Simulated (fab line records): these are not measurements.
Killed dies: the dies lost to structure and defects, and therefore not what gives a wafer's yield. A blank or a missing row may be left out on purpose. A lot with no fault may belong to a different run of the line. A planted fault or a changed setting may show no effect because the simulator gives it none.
Matching of chambers -- flow nand_harc -- NHARC_A_STAIRCASE_DEP_322 on pecvd-01 has 3 sister chambers
The step deposits SiO2, target thk 7200 nm. 3 wafers are shown with their chamber, then 7 later ones without.

== WAFERS WITH THEIR CHAMBER ==
wafer,chamber,heater_power_w (W)
L083.4,2,634
L093.2,0,700
L093.3,1,707

== WAFERS MISSING THEIR CHAMBER ==
wafer,heater_power_w (W)
L093.6,612
L096.1,672
L096.3,723
L096.6,612
L097.2,636
L097.5,639
L097.6,588

== CHAMBER TAKEN BY EACH ==
wafer,from the rows above,in truth
L093.6,2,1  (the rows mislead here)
L096.1,can't be placed: 0 or 1 or 2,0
L096.3,can't be placed: 1 or 0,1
L096.6,2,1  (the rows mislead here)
L097.2,2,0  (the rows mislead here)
L097.5,2,2
L097.6,2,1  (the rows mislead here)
Correctly placed: 1 of 7. From these rows, 2 cannot be placed; in 2 the true chamber is one of the candidates. Wrongly placed: 4.
How it was worked out, from the rows above alone: a wafer's distance from a chamber is the root of the sum, over the readings, of the square of ((its reading less the chamber's mean) divided by the reading's scatter). The wafer belongs to the nearest chamber; if the next one is less than 2 further off, it can't be placed. For every chamber, the mean is computed from those of its wafers that are shown. The scatter: root of mean squared gap, hidden wafer to nearest shown wafer, with one shown wafer a chamber.
